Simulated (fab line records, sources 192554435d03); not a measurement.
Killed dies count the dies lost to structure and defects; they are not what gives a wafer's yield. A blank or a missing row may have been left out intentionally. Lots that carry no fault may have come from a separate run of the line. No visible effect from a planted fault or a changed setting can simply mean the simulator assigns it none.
fab line records	flow n5_finfet
[record] lots = 7	wafers = 21
route steps=1938 shown WELL_APT@21 FIN_SAQP@138 FIN_CUT@155 DUMMY_GATE@224 SD_EPI_N@288 SD_ACTIVATION@330 SDB@348 HKMG_FIN@391 PASSIVATION@1936
start_h: the number of hours between the record's first day and the start of the first shown wafer of the lot	wait_h: hours since the lot's step before	" repeats the value in the row above	L1.1+2: a single row standing in for several wafers	- no value, or no start given	* or withheld: withheld	< > ~ a bound
route shown NAME@n: NAME is a module with steps in the file, n the number in the route of the first one	usual: average and standard deviation across the fault-free wafers	same: alike in all rows	chamber/n: place in a boat	sites: each site's reading	_std_site: the standard deviation of these	_edge_site: the outer-site mean with the inner-site mean subtracted	radius_mm: how far each site lies from the wafer's centre	mask NAME#n: copy n	behind: the tool/chamber that last shaped the wafer	hold: why the lot was held/for how many hours/how that ended	device: the transistor (n, p or np) that didn't switch	end of line: the tests these same wafers got at the end of their route	step lacking rows: just its recipe	killed: dies lost to structure and defects at the first sort, not the wafer's yield	map: a wafer's dies, x killed, . not, _ none there
set.NAME: the setting as run; set.NAME@STEP: as run at that earlier step	model.NAME: the simulator's own value behind a step, which no gauge read
one table per step and one row per wafer, for lots whose settings were changed on purpose
[[steps]]
[step N5_WELL_APT_COAT_02]
[recipe] spin_rpm = 1357	resist_thk_nm = 950
lot.wafer	tool	chamber	start_h	wait_h	set.spin_rpm	model.coat_of_WELL_APT_COAT_02.thk_nm
L074.2	litho_track-03	0	-	-	1357	949.6
L074.4	"	0	"	"	1424	930
L074.6	"	0	"	"	1424	929.3
L076.1	litho_track-02	0	-	-	1265	982.5
L076.2	"	0	"	"	1357	950.8
L076.4	"	0	"	"	1357	950.3
L077.1	litho_track-05	0	-	-	1447	919.5
L077.2	"	0	"	"	1447	919.8
L077.6	"	0	"	"	1357	951.4
L085.1	litho_track-02	0	-	-	1496	907.9
L085.5	"	0	"	"	1357	949.4
L085.6	"	0	"	"	1496	905.9
L089.1	litho_track-02	0	-	-	1357	952
L089.3	"	0	"	"	1357	949.2
L089.6	"	0	"	"	1357	948.9
L095.1	litho_track-03	0	-	-	1485	910.7
L095.2	"	0	"	"	1357	954.7
L095.6	"	0	"	"	1485	912.7
L096.1	litho_track-03	0	-	-	1357	951
L096.4	"	0	"	"	1357	950.7
L096.5	"	0	"	"	1357	948.8
[step N5_WELL_APT_EXPOSE_22]
[recipe] mask_id = PWELL	na = 0.8	source_shape = conventional	sigma_outer = 0.8	polarization = unpolarized	defocus_nm = 0	target_cd_nm = 200	dose_mj = 23.2
lot.wafer	tool	chamber	start_h	wait_h	mask	set.dose_mj
L074.2+4+6	krf_scanner-02	0	14.88	-	PWELL#0	24.66
L076.1+4	krf_scanner-02	0	27.11	-	PWELL#0	24.89
L076.2	"	0	"	"	PWELL#0	23.2
L077.1	krf_scanner-01	0	33.20	-	PWELL#0	23.2
L077.2+6	"	0	"	"	PWELL#0	21.77
L085.1+5+6	krf_scanner-01	0	81.08	-	PWELL#0	22.23
L089.1+3+6	krf_scanner-01	0	104.84	-	PWELL#0	23.2
L095.1	krf_scanner-02	0	140.65	-	PWELL#0	21.89
L095.2+6	"	0	"	"	PWELL#0	23.2
L096.1+4	krf_scanner-01	0	146.82	-	PWELL#0	23.2
L096.5	"	0	"	"	PWELL#0	24.07
[step N5_WELL_APT_PEB_23]
[recipe] peb_temp_c = 130	peb_time_s = 90
lot.wafer	tool	chamber	start_h	wait_h	set.peb_time_s
L074.2+4+6	litho_track-02	0	14.94	0.0	90
L076.1+2+4	litho_track-02	0	27.17	0.1	90
L077.1+6	litho_track-05	0	33.26	0.1	90
L077.2	"	0	"	"	80.4
L085.1+5+6	litho_track-03	0	81.14	0.1	90
L089.1+3+6	litho_track-02	0	104.90	0.1	90
L095.1+2+6	litho_track-03	0	140.71	0.1	90
L096.1+4	litho_track-02	0	146.88	0.1	90
L096.5	"	0	"	"	107.5
[step N5_WELL_APT_DEVELOP_24]
[recipe] develop_time_s = 45	rinse_liquid = surfactant_rinse	dry = air_spin	dev_temp_c = 21
[step N5_WELL_APT_HARDBAKE_29]
[recipe] temp_c = 130	time_s = 120
[step N5_WELL_APT_CD_MEAS_25]
[recipe] target_cd_nm = 200	landing_energy_ev = 500	detector = se_inlens
[usual] cd_nm = 198.6/1.8
lot.wafer	tool	chamber	start_h	wait_h	set.dose_mj@WELL_APT_EXPOSE_22	cd_nm
L074.2	cd_sem-01	0	15.05	-	24.66	212.1
L074.4	"	0	"	"	24.66	211.9
L074.6	"	0	"	"	24.66	211.4
L076.1	cd_sem-01	0	27.28	-	24.89	215.1
L076.2	"	0	"	"	23.2	198.5
L076.4	"	0	"	"	24.89	214.4
L077.1	cd_sem-01	0	33.37	-	23.2	200.1
L077.2	"	0	"	"	21.77	182.4
L077.6	"	0	"	"	21.77	188.1
L085.1	cd_sem-02	0	81.26	-	22.23	188.6
L085.5	"	0	"	"	22.23	192.2
L085.6	"	0	"	"	22.23	188.3
L089.1	cd_sem-03	0	105.01	-	23.2	195.5
L089.3	"	0	"	"	23.2	200.2
L089.6	"	0	"	"	23.2	200.2
L095.1	cd_sem-02	0	140.82	-	21.89	189.1
L095.2	"	0	"	"	23.2	197.0
L095.6	"	0	"	"	23.2	199.6
L096.1	cd_sem-02	0	146.99	-	23.2	197.9
L096.4	"	0	"	"	23.2	198.2
L096.5	"	0	"	"	24.07	213.3
[step N5_WELL_APT_DESCUM_30]
[recipe] chemistry = O2	time_s = 7.9	source_power_w = 50	bias_power_w = 20	pressure_mtorr = 20	rf_frequency_hz = 2.712e+07	temp_c = 40	o2_flow_sccm = 225
lot.wafer	tool	chamber	start_h	wait_h	set.dose_mj@WELL_APT_EXPOSE_22	model.WELL_APT.cd_nm
L074.2	rie_diel-01	0	15.17	0.1	24.66	212.1
L074.4	"	2	"	"	24.66	212
L074.6	"	0	"	"	24.66	211.6
L076.1	rie_diel-04	3	27.83	0.5	24.89	215.2
L076.2	"	2	"	"	23.2	198.4
L076.4	"	0	"	"	24.89	214.4
L077.1	rie_diel-01	1	33.46	0.0	23.2	200.1
L077.2	"	0	"	"	21.77	182
L077.6	"	0	"	"	21.77	188.2
L085.1+6	rie_diel-04	1,0	81.72	0.4	22.23	188.6
L085.5	"	1	"	"	22.23	191.8
L089.1	rie_diel-04	2	105.10	0.0	23.2	195.3
L089.3	"	3	"	"	23.2	200.6
L089.6	"	1	"	"	23.2	200.2
L095.1	rie_diel-01	1	140.91	0.0	21.89	188.9
L095.2	"	0	"	"	23.2	196.9
L095.6	"	3	"	"	23.2	199.7
L096.1	rie_diel-06	1	147.08	0.0	23.2	198
L096.4	"	3	"	"	23.2	198.2
L096.5	"	1	"	"	24.07	212.8
[step N5_FIN_SAQP_SPACER2_ALD_28]
[recipe] material = SiO2	target_thk_a = 81	temp_c = 300	ald_precursor_family = BDEAS	ald_co_reactant = O2-plasma	pulse_time_s = 1	purge_time_s = 2	co_reactant_purge_time_s = 2	pressure_torr = 2
lot.wafer	tool	chamber	start_h	wait_h	set.temp_c	model.SiO2_of_FIN_SAQP_SPACER2_ALD_28.thk_nm
L074.2+6	ald_sin-01	3,0	25.49	0.1	306.7	8
L074.4	"	0	"	"	300	8
L076.1+2	ald_sin-03	3,2	39.10	0.1	290.7	8.4
L076.4	"	0	"	"	300	8
L077.1	ald_sin-03	0	43.52	0.1	300	8
L077.2	"	3	"	"	290	8.4
L077.6	"	2	"	"	300	8.2
L085.1	ald_sin-01	2	93.52	0.1	300	8.2
L085.5	"	2	"	"	292.1	8.4
L085.6	"	1	"	"	300	8
L089.1+3+6	ald_sin-04	2,3,1	115.58	0.1	300	8.2
L095.1	ald_sin-01	2	152.50	1.1	300	8.2
L095.2	"	1	"	"	288.9	8.4
L095.6	"	3	"	"	300	8
L096.1+4	ald_sin-01	3,1	157.73	0.2	300	8
L096.5	"	0	"	"	288.8	8.4
[step N5_FIN_SAQP_FIN_ETCH_36]
[recipe] chemistry = HBr/Cl2/O2	target_depth_a = 1200	mask_material = SiNx	time_s = 50.4	bias_w = 102	pressure_mtorr = 10	icp_w = 800	HBr_flow_sccm = 150	Cl2_flow_sccm = 80	O2_flow_sccm = 12
lot.wafer	tool	chamber	start_h	wait_h	set.icp_w
L074.2	rie_si-05	3	26.34	0.0	702.1
L074.4+6	"	2	"	"	800
L076.1+2	rie_si-05	1,0	40.35	0.0	675.6
L076.4	"	3	"	"	800
L077.1+2+6	rie_si-02	2,1,2	44.38	0.0	800
L085.1	rie_si-05	3	94.41	0.0	800
L085.5+6	"	1,0	"	"	751.8
L089.1+3+6	rie_si-01	3,2,2	116.94	0.0	800
L095.1+2	rie_si-01	1,0	153.48	0.0	755.9
L095.6	"	1	"	"	800
L096.1	rie_si-05	0	158.58	0.0	881.6
L096.4+5	"	3,2	"	"	800
[step N5_FIN_CUT_COAT_19]
[recipe] resist = SiARC	temp_c = 220	time_s = 60	spin_rpm = 1500	resist_thk_nm = 20
lot.wafer	tool	chamber	start_h	wait_h	set.spin_rpm	model.SiARC_of_FIN_CUT_COAT_19.thk_nm
L074.2+6	litho_track-03	0	-	-	1500	20
L074.4	"	0	"	"	1604	19.4
L076.1+2+4	litho_track-01	0	-	-	1500	20
L077.1+2+6	litho_track-01	0	-	-	1500	20
L085.1+5	litho_track-01	0	-	-	1624	19.2
L085.6	"	0	"	"	1500	20
L089.1+3+6	litho_track-01	0	-	-	1500	20
L095.1+6	litho_track-05	0	-	-	1629	19.2
L095.2	"	0	"	"	1500	20
L096.1+5	litho_track-01	0	-	-	1554	19.6
L096.4	"	0	"	"	1500	20
[step N5_FIN_CUT_COAT_29]
[recipe] resist = underlayer	temp_c = 205	time_s = 60	spin_rpm = 1500	resist_thk_nm = 10
[step N5_FIN_CUT_COAT_02]
[recipe] resist = CAR-EUV	spin_rpm = 1500	resist_thk_nm = 30
[step N5_FIN_CUT_DESCUM_13]
[recipe] chemistry = O2	time_s = 7	source_power_w = 50	bias_power_w = 20	pressure_mtorr = 20	rf_frequency_hz = 2.712e+07	temp_c = 40	resist = CAR-EUV	o2_flow_sccm = 225
[step N5_FIN_CUT_ETCH_30]
[recipe] chemistry = N2/H2	target = underlayer	target_depth_a = 130	mask_material = CAR-EUV	time_s = 10.4	ion_energy_ev = 200	pressure_mtorr = 30	source_w = 840	bias_w = 150	n2_flow_sccm = 200	h2_flow_sccm = 200	ends = cleared
[step N5_FIN_CUT_ETCH_20]
[recipe] chemistry = CF4	target = SiARC	target_depth_a = 260	mask_material = CAR-EUV	time_s = 43.3	ion_energy_ev = 80	pressure_mtorr = 40	source_w = 545	bias_w = 36	Ar_flow_sccm = 100	cf4_flow_sccm = 100	ends = cleared
lot.wafer	tool	chamber	start_h	wait_h	set.spin_rpm@FIN_CUT_COAT_19	model.etch.depth_nm
L074.2	rie_diel-05	3	27.12	0.0	1500	19.96
L074.4	"	0	"	"	1604	19.37
L074.6	"	2	"	"	1500	20.07
L076.1+2	rie_diel-02	0,2	41.26	0.0	1500	19.99
L076.4	"	1	"	"	1500	20
L077.1	rie_diel-05	0	45.11	0.0	1500	19.97
L077.2	"	2	"	"	1500	20
L077.6	"	0	"	"	1500	19.98
L085.1	rie_diel-05	3	95.26	0.0	1624	19.14
L085.5	"	0	"	"	1624	19.21
L085.6	"	3	"	"	1500	19.93
L089.1	rie_diel-02	2	117.67	0.0	1500	20.09
L089.3	"	1	"	"	1500	20.07
L089.6	"	2	"	"	1500	20
L095.1	rie_diel-03	0	154.34	0.0	1629	19.14
L095.2	"	1	"	"	1500	19.94
L095.6	"	2	"	"	1629	19.17
L096.1	rie_diel-02	0	159.32	0.0	1554	19.68
L096.4	"	3	"	"	1500	20.02
L096.5	"	0	"	"	1554	19.69
[step N5_DUMMY_GATE_COAT_28]
[recipe] resist = underlayer	temp_c = 205	time_s = 60	spin_rpm = 1500	resist_thk_nm = 10
lot.wafer	tool	chamber	start_h	wait_h	set.spin_rpm	model.underlayer_of_DUMMY_GATE_COAT_28.thk_nm
L074.2+4+6	litho_track-02	0	-	-	1500	10
L076.1	litho_track-01	0	-	-	1389	10.4
L076.2+4	"	0	"	"	1500	10
L077.1+6	litho_track-04	0	-	-	1434	10.2
L077.2	"	0	"	"	1500	10
L085.1+5	litho_track-01	0	-	-	1598	9.8
L085.6	"	0	"	"	1500	10
L089.1+3+6	litho_track-02	0	-	-	1500	10
L095.1+2+6	litho_track-04	0	-	-	1390	10.4
L096.1+4+5	litho_track-04	0	-	-	1500	10
[step N5_SD_EPI_N_EPI_21]
[recipe] material = Si:P	dopant = P	temp_c = 680	pressure_torr = 255	time_s = 690
lot.wafer	tool	chamber	start_h	wait_h	set.time_s	model.Si-P_of_SD_EPI_N_EPI_21.thk_nm
L074.2	epi_rpcvd-04	0	51.47	0.4	690	59
L074.4	"	0	"	"	583.4	53.6
L074.6	"	0	"	"	583.4	53.4
L076.1	epi_rpcvd-03	0	66.56	0.1	582.8	53.6
L076.2	"	0	"	"	582.8	54
L076.4	"	0	"	"	690	59.4
L077.1	epi_rpcvd-02	0	68.37	0.1	690	59.6
L077.2	"	0	"	"	601.2	54.6
L077.6	"	0	69.77	1.4	690	60
L085.1	epi_rpcvd-02	0	120.94	0.2	776.4	65
L085.5	"	0	122.43	1.5	690	59.8
L085.6	"	0	"	"	690	59.2
L089.1	epi_rpcvd-03	0	146.06	0.1	690	57.8
L089.3	"	0	"	"	690	58
L089.6	"	0	"	"	690	57.6
L095.1	epi_rpcvd-04	0	178.86	0.1	690	57.6
L095.2	"	0	"	"	575.7	51.2
L095.6	"	0	180.26	1.4	575.7	51.8
L096.1	epi_rpcvd-03	0	182.84	0.2	690	59
L096.4	"	0	183.96	1.2	690	58.8
L096.5	"	0	"	"	690	58.6
[step N5_SD_EPI_N_EPI_MEAS_23]
[recipe] mode = xrd
[usual] thk_nm = 58.9/1.3
lot.wafer	tool	chamber	start_h	wait_h	set.time_s@SD_EPI_N_EPI_21	thk_nm
L074.2	film_metro-02	-	52.91	1.2	690	59.8
L074.4	"	-	"	"	583.4	52.9
L074.6	"	-	"	"	583.4	51.7
L076.1	film_metro-01	-	68.27	1.5	582.8	54.1
L076.2	"	-	"	"	582.8	52.3
L076.4	"	-	"	"	690	59.4
L077.1	film_metro-01	-	70.08	1.4	690	59.2
L077.2	"	-	"	"	601.2	54.2
L077.6	"	-	"	"	690	60.2
L085.1	film_metro-01	-	123.21	1.9	776.4	64.7
L085.5	"	-	"	"	690	58.9
L085.6	"	-	"	"	690	58.9
L089.1	film_metro-01	-	147.77	1.4	690	56.5
L089.3	"	-	"	"	690	58.1
L089.6	"	-	"	"	690	58.6
L095.1	film_metro-02	-	180.57	1.4	690	59.0
L095.2	"	-	"	"	575.7	51.2
L095.6	"	-	"	"	575.7	51.5
L096.1	film_metro-02	-	185.11	1.9	690	58.9
L096.4	"	-	"	"	690	57.4
L096.5	"	-	"	"	690	59.1
[step N5_SD_EPI_N_PRECLEAN_24]
[recipe] chemistry = O3/DIW	time_s = 60	temp_c = 22	o3_ppm = 10
[step N5_SD_EPI_N_SRD_25]
[recipe] time_s = 30	temp_c = 23	rinse_liquid = diw	dry = ipa_marangoni
[step N5_SD_ACTIVATION_RTA_00]
[recipe] temp_c = 975	time_s = 0	ambient = N2	idle_temp_c = 600	ramp_up_c_per_s = 150	ramp_down_c_per_s = 60	cool_to_c = 600
[step N5_SD_ACTIVATION_LSA_01]
[recipe] temp_c = 1080	time_s = 0.0008	ambient = N2
[step N5_SD_ACTIVATION_RS_MEAS_03]
[recipe] thk_meas_gauge = four-point-probe
[usual] RS_SD_N = 21.9/0.33	RS_SD_P = 56.5/1.1
lot.wafer	tool	chamber	start_h	wait_h	set.time_s@SD_EPI_N_EPI_21	RS_SD_N[ohm/sq]	RS_SD_P[ohm/sq]
L074.2	film_metro-01	-	58.47	0.2	690	21.9	57.3
L074.4	"	-	"	"	583.4	24.3	56.8
L074.6	"	-	"	"	583.4	24.4	57.1
L076.1	film_metro-02	-	74.06	0.2	582.8	24.0	56.1
L076.2	"	-	"	"	582.8	23.8	56.9
L076.4	"	-	"	"	690	21.7	56.7
L077.1	film_metro-01	-	75.67	0.2	690	21.7	55.3
L077.2	"	-	"	"	601.2	23.7	55.5
L077.6	"	-	"	"	690	21.5	54.9
L085.1	film_metro-01	-	129.66	0.2	776.4	19.9	56.0
L085.5	"	-	"	"	690	21.6	55.0
L085.6	"	-	"	"	690	21.9	55.4
L089.1	film_metro-01	-	153.76	0.2	690	22.6	57.3
L089.3	"	-	"	"	690	22.4	57.1
L089.6	"	-	"	"	690	22.4	56.8
L095.1	film_metro-02	-	186.14	0.2	690	22.5	57.4
L095.2	"	-	"	"	575.7	25.6	57.4
L095.6	"	-	"	"	575.7	25.2	57.9
L096.1	film_metro-01	-	191.04	0.2	690	22.1	56.1
L096.4	"	-	"	"	690	21.9	55.9
L096.5	"	-	"	"	690	22.1	55.5
[step N5_SDB_COAT_03]
[recipe] resist = SOC	temp_c = 250	time_s = 60	spin_rpm = 1500	resist_thk_nm = 100
lot.wafer	tool	chamber	start_h	wait_h	set.spin_rpm	model.SOC_of_SDB_COAT_03.thk_nm
L074.2	litho_track-04	0	65.18	0.1	1568	98.2
L074.4	"	0	"	"	1500	100.4
L074.6	"	0	"	"	1500	100.6
L076.1	litho_track-03	0	80.75	0.1	1637	95.4
L076.2	"	0	"	"	1637	95.8
L076.4	"	0	"	"	1500	100.2
L077.1	litho_track-03	0	82.90	0.1	1563	97.8
L077.2	"	0	"	"	1500	100.2
L077.6	"	0	"	"	1500	100
L085.1	litho_track-04	0	136.37	0.1	1500	100
L085.5	"	0	"	"	1421	103
L085.6	"	0	"	"	1421	102.4
L089.1	litho_track-03	0	160.56	0.1	1500	100.2
L089.3	"	0	"	"	1500	100.4
L089.6	"	0	"	"	1500	100
L095.1	litho_track-03	0	193.21	0.1	1569	98.2
L095.2	"	0	"	"	1500	100.4
L095.6	"	0	"	"	1500	100.2
L096.1	litho_track-02	0	198.21	0.1	1418	103
L096.4	"	0	"	"	1500	100
L096.5	"	0	"	"	1500	100.2
[step N5_SDB_COAT_04]
[recipe] resist = SiARC	temp_c = 220	time_s = 60	spin_rpm = 1500	resist_thk_nm = 18
[step N5_SDB_COAT_05]
[recipe] resist = CAR-ArF	spin_rpm = 1500	resist_thk_nm = 90
[step N5_SDB_DESCUM_16]
[recipe] chemistry = O2	time_s = 7.9	source_power_w = 50	bias_power_w = 20	pressure_mtorr = 20	rf_frequency_hz = 2.712e+07	temp_c = 40	resist = CAR-ArF	o2_flow_sccm = 225
[step N5_SDB_ETCH_17]
[recipe] chemistry = CF4	target = SiARC	target_depth_a = 234	mask_material = CAR-ArF	time_s = 39	ion_energy_ev = 80	pressure_mtorr = 40	source_w = 545	bias_w = 36	Ar_flow_sccm = 100	cf4_flow_sccm = 100	ends = cleared
[step N5_SDB_ETCH_18]
[recipe] chemistry = N2/H2	target = SOC	target_depth_a = 1000	overetch_a = 200	mask_material = SiARC	temp_c = 40	time_s = 150	ion_energy_ev = 200	pressure_mtorr = 30	source_w = 840	bias_w = 150	n2_flow_sccm = 200	h2_flow_sccm = 200
lot.wafer	tool	chamber	start_h	wait_h	set.spin_rpm@SDB_COAT_03	model.etch.depth_nm
L074.2	rie_diel-01	3	65.71	0.0	1568	98.17
L074.4	"	2	"	"	1500	100.3
L074.6	"	0	"	"	1500	100.5
L076.1	rie_diel-01	3	81.75	0.0	1637	95.49
L076.2	"	2	"	"	1637	95.7
L076.4	"	1	"	"	1500	100.1
L077.1	rie_diel-01	0	83.81	0.0	1563	97.83
L077.2	"	1	"	"	1500	100.1
L077.6	"	2	"	"	1500	99.91
L085.1	rie_diel-01	1	137.10	0.0	1500	100
L085.5	"	1	"	"	1421	102.9
L085.6	"	0	"	"	1421	102.4
L089.1+6	rie_diel-01	2,0	160.96	0.0	1500	100.1
L089.3	"	0	"	"	1500	100.3
L095.1	rie_diel-04	2	193.61	0.0	1569	98.13
L095.2	"	0	"	"	1500	100.3
L095.6	"	1	"	"	1500	100.2
L096.1	rie_diel-01	0	198.75	0.0	1418	103
L096.4	"	2	"	"	1500	100
L096.5	"	0	"	"	1500	100.2
[step N5_SDB_STRIP_19]
[recipe] chemistry = N2/H2	temp_c = 40	n2_flow_sccm = 200	h2_flow_sccm = 200	rf_frequency_hz = 6e+07
[step N5_SDB_STRIP_21]
[recipe] chemistry = CF4	resist = SiARC	power_w = 300	bias_power_w = 75	pressure_mtorr = 50	cf4_flow_sccm = 150	rf_frequency_hz = 6e+07
[step N5_SDB_HM_OPEN_20]
[recipe] chemistry = CH3F/O2	target = SiNx	mask_material = SOC	target_depth_a = 240	stop_on = poly-Si	over_etch_frac = 0.4	ion_energy_ev = 120	pressure_mtorr = 30	source_w = 395	bias_w = 73	Ar_flow_sccm = 150	CH3F_flow_sccm = 30	O2_flow_sccm = 20
[step N5_SDB_STRIP_22]
[recipe] chemistry = N2/H2	power_w = 1000	temp_c = 250	h2_frac = 0.65	overash_fraction = 0.3	pressure_mtorr = withheld	n2_flow_sccm = 1750	h2_flow_sccm = 3250
[usual] strip_time_to_endpoint_s = 96.4/0.35
lot.wafer	tool	chamber	start_h	wait_h	set.spin_rpm@SDB_COAT_03	strip_time_to_endpoint_s
L074.2	plasma_asher-01	1	65.95	0.1	1568	94.3
L074.4	"	0	"	"	1500	96.8
L074.6	"	0	"	"	1500	97.1
L076.1	plasma_asher-02	1	81.99	0.1	1637	91.5
L076.2	"	0	"	"	1637	92.3
L076.4	"	0	"	"	1500	96.4
L077.1	plasma_asher-01	1	84.05	0.1	1563	94.6
L077.2	"	0	"	"	1500	96.7
L077.6	"	0	"	"	1500	96.3
L085.1	plasma_asher-02	0	137.34	0.1	1500	96.4
L085.5	"	1	"	"	1421	99.2
L085.6	"	0	"	"	1421	98.4
L089.1	plasma_asher-02	0	161.20	0.1	1500	96.6
L089.3	"	0	"	"	1500	96.5
L089.6	"	0	"	"	1500	96.2
L095.1	plasma_asher-01	0	193.85	0.1	1569	94.6
L095.2	"	1	"	"	1500	96.4
L095.6	"	0	"	"	1500	96.4
L096.1	plasma_asher-02	0	198.99	0.1	1418	99.1
L096.4	"	0	"	"	1500	96.5
L096.5	"	1	"	"	1500	96.4
[step N5_HKMG_FIN_COAT_42]
[recipe] resist = SiARC	temp_c = 220	time_s = 60	spin_rpm = 1500	resist_thk_nm = 35
lot.wafer	tool	chamber	start_h	wait_h	set.spin_rpm	model.SiARC_of_HKMG_FIN_COAT_42.thk_nm
L074.2	litho_track-03	0	-	-	1500	35.2
L074.4+6	"	0	"	"	1500	35
L076.1+4	litho_track-03	0	-	-	1663	33.2
L076.2	"	0	"	"	1500	35.2
L077.1	litho_track-01	0	-	-	1500	35
L077.2+6	"	0	"	"	1637	33.4
L085.1	litho_track-01	0	-	-	1567	34.2
L085.5	"	0	"	"	1500	35
L085.6	"	0	"	"	1567	34.4
L089.1	litho_track-03	0	-	-	1500	35.2
L089.3+6	"	0	"	"	1500	35
L095.1	litho_track-01	0	-	-	1500	34.8
L095.2	"	0	"	"	1372	36.6
L095.6	"	0	"	"	1372	36.4
L096.1+5	litho_track-05	0	-	-	1500	34.8
L096.4	"	0	"	"	1457	35.2
[step N5_PASSIVATION_PROBE_49]
[usual] defect_limited_yield = 91.3/1.4	killed_dies = 103/17	sort_yield_pct = 91.2/1.4
lot.wafer	tool	chamber	start_h	wait_h	set.dose_mj@BEOL_M2_EXPOSE_08	set.icp_w@FIN_SAQP_FIN_ETCH_36	defect_limited_yield[%]	killed_dies	sort_yield_pct[%]
L074.2	prober-01	-	294.17	0.1	41.25	702.1	93.9	72	93.9
L074.4	prober-01	-	294.27	0.2	38.64	800	0.8	1170	0.8
L074.6	prober-01	-	294.37	0.3	38.64	800	0.9	1169	0.9
L076.1	prober-01	-	298.05	0.0	41.25	675.6	88.8	132	88.8
L076.2	prober-01	-	298.10	0.1	41.25	675.6	90.7	110	90.7
L076.4	prober-01	-	298.20	0.2	42.95	800	80.1	235	80.1
L077.1	prober-02	-	323.36	0.4	38.37	800	0	1180	0
L077.2	prober-02	-	323.41	0.5	38.37	800	0	1180	0
L077.6	prober-02	-	323.61	0.7	41.25	800	88.7	133	88.7
L085.1	prober-01	-	399.57	0.0	41.25	800	74.8	297	74.8
L085.5	prober-01	-	399.77	0.2	39.65	751.8	58.0	496	58.0
L085.6	prober-01	-	399.82	0.3	41.25	751.8	89.7	121	89.7
L089.1	prober-01	-	416.60	0.0	41.25	800	90.4	113	90.4
L089.3	prober-01	-	416.70	0.1	41.25	800	92.5	88	92.5
L089.6	prober-01	-	416.85	0.3	41.25	800	91.4	102	91.4
L095.1	prober-01	-	450.28	0.0	41.25	755.9	91.6	99	91.6
L095.2	prober-01	-	450.33	0.1	39.4	755.9	61.9	450	61.8
L095.6	prober-01	-	450.53	0.3	41.25	800	92.8	85	92.8
L096.1	prober-01	-	454.29	0.0	43.56	881.6	1.9	1158	1.9
L096.4	prober-01	-	454.44	0.2	43.56	800	33.8	781	33.8
L096.5	prober-01	-	454.49	0.2	43.56	800	37.7	735	37.7
[[key]]
[split] step = N5_WELL_APT_COAT_02	setting = spin_rpm	stated = 1357	by = wafer
[response] step = N5_WELL_APT_COAT_02	reading = model.coat_of_WELL_APT_COAT_02.thk_nm	change = -4.43	per = 1%	r = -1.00
[split] step = N5_WELL_APT_EXPOSE_22	setting = dose_mj	stated = 23.2	by = wafer
[response] step = N5_WELL_APT_CD_MEAS_25	reading = cd_nm	change = +2.33	per = 1%	r = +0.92
[response] step = N5_WELL_APT_DESCUM_30	reading = model.WELL_APT.cd_nm	change = +2.33	per = 1%	r = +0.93
[split] step = N5_WELL_APT_PEB_23	setting = peb_time_s	stated = 90	by = wafer
response none clear
[split] step = N5_FIN_SAQP_SPACER2_ALD_28	setting = temp_c	stated = 300	by = wafer
[response] step = N5_FIN_SAQP_SPACER2_ALD_28	reading = model.SiO2_of_FIN_SAQP_SPACER2_ALD_28.thk_nm	change = -0.0935	per = 1%	r = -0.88
[split] step = N5_FIN_SAQP_FIN_ETCH_36	setting = icp_w	stated = 800	by = wafer
[response] step = N5_PASSIVATION_PROBE_49	reading = defect_limited_yield	slope = -2.93	per = 1%	together_with = dose_mj@BEOL_M2_EXPOSE_08	explained = 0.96
[response] step = N5_PASSIVATION_PROBE_49	reading = killed_dies	slope = +34.6	per = 1%	together_with = dose_mj@BEOL_M2_EXPOSE_08	explained = 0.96
[response] step = N5_PASSIVATION_PROBE_49	reading = sort_yield_pct	slope = -2.93	per = 1%	together_with = dose_mj@BEOL_M2_EXPOSE_08	explained = 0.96
[split] step = N5_FIN_CUT_COAT_19	setting = spin_rpm	stated = 1500	by = wafer
[response] step = N5_FIN_CUT_COAT_19	reading = model.SiARC_of_FIN_CUT_COAT_19.thk_nm	change = -0.0939	per = 1%	r = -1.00
[response] step = N5_FIN_CUT_ETCH_20	reading = model.etch.depth_nm	change = -0.0917	per = 1%	r = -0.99
[split] step = N5_DUMMY_GATE_COAT_28	setting = spin_rpm	stated = 1500	by = wafer
[response] step = N5_DUMMY_GATE_COAT_28	reading = model.underlayer_of_DUMMY_GATE_COAT_28.thk_nm	change = -0.0441	per = 1%	r = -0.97
[split] step = N5_SD_EPI_N_EPI_21	setting = time_s	stated = 690	by = wafer
[response] step = N5_SD_EPI_N_EPI_21	reading = model.Si-P_of_SD_EPI_N_EPI_21.thk_nm	change = +0.38	per = 1%	r = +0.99
[response] step = N5_SD_EPI_N_EPI_MEAS_23	reading = thk_nm	change = *	per = 1%	r = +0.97
[response] step = N5_SD_ACTIVATION_RS_MEAS_03	reading = RS_SD_N	change = -0.156	per = 1%	r = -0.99
[split] step = N5_SDB_COAT_03	setting = spin_rpm	stated = 1500	by = wafer
[response] step = N5_SDB_COAT_03	reading = model.SOC_of_SDB_COAT_03.thk_nm	change = -0.508	per = 1%	r = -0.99
[response] step = N5_SDB_ETCH_18	reading = model.etch.depth_nm	change = -0.502	per = 1%	r = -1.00
[response] step = N5_SDB_STRIP_22	reading = strip_time_to_endpoint_s	change = *	per = 1%	r = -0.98
[split] step = N5_HKMG_FIN_COAT_42	setting = spin_rpm	stated = 1500	by = wafer
[response] step = N5_HKMG_FIN_COAT_42	reading = model.SiARC_of_HKMG_FIN_COAT_42.thk_nm	change = -0.182	per = 1%	r = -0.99
split outside_this_file step=N5_BEOL_M2_EXPOSE_08 setting=dose_mj
// split outside_this_file: this setting was split too, and the file shows its column; the key of that split is in another file
